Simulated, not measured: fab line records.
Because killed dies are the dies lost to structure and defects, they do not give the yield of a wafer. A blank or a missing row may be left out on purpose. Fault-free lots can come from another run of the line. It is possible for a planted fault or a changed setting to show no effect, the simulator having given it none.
Matching of chambers :: flow n5-finfet :: 4 sister chambers for N5_BEOL_M0_STRIP_140 on rie-diel-05
The step strips in CF4. 4 wafers are shown with their chamber, then 9 later ones without.

WAFERS PAIRED WITH THEIR CHAMBERS
wafer: L083.5
chamber: 0
showerhead-plenum-p-Torr (Torr): 1.83

wafer: L091.1
chamber: 2
showerhead-plenum-p-Torr (Torr): 1.85

wafer: L091.2
chamber: 3
showerhead-plenum-p-Torr (Torr): 1.90

wafer: L091.3
chamber: 1
showerhead-plenum-p-Torr (Torr): 1.72

WAFERS WITH NO CHAMBER GIVEN
wafer: L091.4
showerhead-plenum-p-Torr (Torr): 1.85

wafer: L091.5
showerhead-plenum-p-Torr (Torr): 1.90

wafer: L091.6
showerhead-plenum-p-Torr (Torr): 1.72

wafer: L096.1
showerhead-plenum-p-Torr (Torr): 1.85

wafer: L096.2
showerhead-plenum-p-Torr (Torr): 1.89

wafer: L096.4
showerhead-plenum-p-Torr (Torr): 1.82

wafer: L097.4
showerhead-plenum-p-Torr (Torr): 1.82

wafer: L097.5
showerhead-plenum-p-Torr (Torr): 1.82

wafer: L097.6
showerhead-plenum-p-Torr (Torr): 1.72

WHICH CHAMBER EACH ONE RAN IN
wafer: L091.4
from the rows above: 2
in truth: 2

wafer: L091.5
from the rows above: 3
in truth: 3

wafer: L091.6
from the rows above: 1
in truth: 1

wafer: L096.1
from the rows above: 2
in truth: 2

wafer: L096.2
from the rows above: 3
in truth: 3

wafer: L096.4
from the rows above: 0
in truth: 0

wafer: L097.4
from the rows above: 0
in truth: 0

wafer: L097.5
from the rows above: 0
in truth: 0

wafer: L097.6
from the rows above: 1
in truth: 1
Correct placement for 9 of the 9. Can't be placed from these rows: 0. Wrongly placed: 0.
How it was worked out, from the rows above alone: a wafer's distance from a chamber is the root of the sum, over the readings, of the square of ((its reading less the chamber's mean) divided by the reading's scatter). If the next closest chamber is less than 2 further off than the closest, the wafer can't be placed; otherwise it belongs to the closest. Each chamber's mean is taken over the wafers shown for it. The scatter: root of mean squared gap, hidden wafer to nearest shown wafer, with one shown wafer a chamber.
